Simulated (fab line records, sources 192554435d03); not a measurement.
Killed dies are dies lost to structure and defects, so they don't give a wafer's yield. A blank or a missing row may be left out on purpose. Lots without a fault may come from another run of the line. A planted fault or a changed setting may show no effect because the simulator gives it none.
One fault seen from 3 desks | flow n5_finfet | each desk has only its own numbers; what lay behind them comes last

THE TOOL OWNER'S DESK: epi_rpcvd-01
The tool's own readings at N5_PMOS_HMC_CHANNEL_EPI_EPI_20 (deposits SiGe30, target thk 59 nm): means of the sampled wafers that have a number, for each lot that ran on this tool. A lot is out of limits, marked OUT, if its mean lies more than 4 standard deviations from the usual mean; the brackets give that distance.
Columns: A = chamber_pressure_Torr at N5_PMOS_HMC_CHANNEL_EPI_EPI_20, usual 19.99 Torr
lot  | first seen here | A
L460 | day 1 18:38     | 19.95
L461 | day 2 00:21     | 19.98
L462 | day 2 06:03     | 20.01
L465 | day 3 00:29     | 19.99
L467 | day 3 13:17     | 19.98
L473 | day 5 00:02     | 19.98
L474 | day 5 06:38     | 20.00
This desk's finding: nothing out of limits on any of the 7 lots.

THE DEFECT DESK
What the inspections along the route counted, lot by lot: means of the sampled wafers that have a number. A lot is out of limits, marked OUT, if its mean lies more than 4 standard deviations from the usual mean; the brackets give that distance.
Columns: A = raw_defect_count at N5_BEOL_M4_INSPECT_59, usual 76
lot  | first seen here | A
L460 | day 8 00:31     | 45
L461 | day 8 15:56     | 80
L462 | day 9 01:55     | 73
L463 | day 9 08:17     | 63
L465 | day 9 19:28     | 79
L467 | day 10 09:07    | 81
L474 | day 12 04:27    | 57
L473 | day 12 10:46    | 72
L483 | day 15 00:23    | 69
This desk's finding: nothing out of limits on any of the 9 lots.

THE METROLOGY DESK
What the gauges read, lot by lot, whatever tool the lot ran on: means of the sampled wafers that have a number. A lot is out of limits, marked OUT, if its mean lies more than 4 standard deviations from the usual mean; the brackets give that distance. Of its 15 readings 7 are shown: the one that was out of limits first, and those that lie furthest out on some lot.
Columns: A = IOFF_P at N5_BEOL_M4_RC_MEAS_101, usual 0.208 nA/um; B = IOFF_P_85C at N5_BEOL_M4_RC_MEAS_101, usual 3.6 nA/um; C = IOFF_P_LIN at N5_BEOL_M4_RC_MEAS_101, usual 0.099 nA/um; D = IOFF_P_LONG at N5_BEOL_M4_RC_MEAS_101, usual 0.000105 nA/um; E = VT_P at N5_BEOL_M4_RC_MEAS_101, usual -250.5 mV; F = VT_P_LONG at N5_BEOL_M4_RC_MEAS_101, usual -275.5 mV; G = VT_P_LVT at N5_BEOL_M4_RC_MEAS_101, usual -99 mV
lot  | first seen here | A                | B              | C                | D                   | E                 | F                 | G
L460 | day 8 00:50     | 0.175            | 3.1            | 0.083            | 0.000097            | -255.8            | -278.9            | -103
L461 | day 8 15:58     | 0.206            | 3.6            | 0.094            | 0.000092            | -251.8            | -279.3            | -99
L462 | day 9 02:06     | 0.203            | 3.6            | 0.097            | 0.000111            | -251.1            | -274.2            | -99
L463 | day 9 08:19     | 0.265            | 4.5            | 0.122            | 0.000123            | -245.5            | -271.8            | -93
L465 | day 9 19:38     | 0.206            | 3.6            | 0.095            | 0.000094            | -251.8            | -278.1            | -102
L467 | day 10 09:09    | 0.240            | 4.0            | 0.108            | 0.000105            | -249.3            | -276.7            | -96
L474 | day 12 04:38    | 0.332 (+4.4) OUT | 5.5 (+4.6) OUT | 0.160 (+5.6) OUT | 0.000160 (+6.4) OUT | -237.9 (+4.2) OUT | -260.0 (+5.5) OUT | -85 (+4.4) OUT
L473 | day 12 10:47    | 0.264            | 4.5            | 0.126            | 0.000135            | -242.6            | -265.7            | -93
L483 | day 15 00:24    | 0.197            | 3.5            | 0.098            | 0.000108            | -249.6            | -273.5            | -99
This desk's finding: out of limits on L474; first on L474, day 12 04:38 (IOFF_P at N5_BEOL_M4_RC_MEAS_101). In limits: L460, L461, L462, L463, L465, L467, L473, L483.

PUT TOGETHER
The metrology desk could have raised an alarm at day 12 04:38, on L474.
The tool owner's desk saw nothing out of limits.
The defect desk saw nothing out of limits.
The tool owner's desk has L474 on record, within its limits.
The defect desk has L474 on record, within its limits.
Of the lots named, all ran N5_PMOS_HMC_CHANNEL_EPI_EPI_20 on epi_rpcvd-01.

WHAT THE SIMULATOR HAD PUT IN
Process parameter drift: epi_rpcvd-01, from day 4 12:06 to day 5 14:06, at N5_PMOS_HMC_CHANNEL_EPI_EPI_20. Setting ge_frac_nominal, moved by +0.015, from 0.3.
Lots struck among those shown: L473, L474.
Hours from the fault's start to each desk's first reading out of limits: the metrology desk, 185.
